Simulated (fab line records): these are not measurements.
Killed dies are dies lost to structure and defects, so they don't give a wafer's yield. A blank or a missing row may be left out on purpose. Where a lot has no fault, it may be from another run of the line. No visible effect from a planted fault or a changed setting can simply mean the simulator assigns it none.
The tool behind it: which one?	flow n5 finfet	Sampling: 10 lots, 30 wafers, 2 of 1938 route steps

== WHAT THE GAUGES SHOWED, per wafer ==
N5_SDB_INSPECT_36: inspects for defects (darkfield).
lot	measured	on	raw defect count
L466	day 4 15:49	defect inspect-01	24 19 27
L467	day 4 20:36	defect inspect-01	60 23 65
L471	day 6 00:31	defect inspect-01	59 66 28
L472	day 6 01:13	defect inspect-02	46 37 29
L474	day 6 15:10	defect inspect-01	23 68 59
L477	day 7 09:58	defect inspect-02	49 66 36
L478	day 7 15:49	defect inspect-01	36 39 58
L479	day 7 21:35	defect inspect-02	27 24 27
L480	day 8 01:53	defect inspect-01	22 43 31
L486	day 9 16:46	defect inspect-01	27 27 49

== TOOL THAT RAN EACH LOT (tool first, then ch and the chambers of the sampled wafers, then the start) ==
lot	N5_SDB_ETCH_25
L466	rie diel-01 ch 1,3, day 4 12:30
L467	rie diel-01 ch 1,3, day 4 17:16
L471	rie diel-01 ch 1,2,3, day 5 21:12
L472	rie diel-01 ch 1,2, day 5 21:53
L474	rie diel-01 ch 2,3, day 6 11:50
L477	rie diel-02 ch 0,3, day 7 06:38
L478	rie diel-04 ch 0,1,2, day 7 12:27
L479	rie diel-02 ch 0,1,3, day 7 18:16
L480	rie diel-04 ch 0,1,3, day 7 22:34
L486	rie diel-02 ch 0,2,3, day 9 13:26
- N5_SDB_ETCH_25: etches SiO2 in C4F6/O2, target depth 10 nm, time 3.3 s.

== THE ANSWER, worked out from the rows above alone ==
Rule: the lots themselves supply what counts as usual. Put in order of their means at a reading, lots are off if they are a third of the lots or fewer, leave a main group of 4 or more, and stand apart from it by a gap of 3 or more times the standard deviation of the main group's means; of several such gaps the widest counts. Not used: any main group whose means are identical at the precision the tables above print for the reading. Also off: a lot with no number at a reading for which 4 or more lots have one. Any other lot the step has rows for is counted as sound.
Nothing can be told from this: no lot is off at any reading shown.

== WHAT THE SIMULATOR HAD PUT IN ==
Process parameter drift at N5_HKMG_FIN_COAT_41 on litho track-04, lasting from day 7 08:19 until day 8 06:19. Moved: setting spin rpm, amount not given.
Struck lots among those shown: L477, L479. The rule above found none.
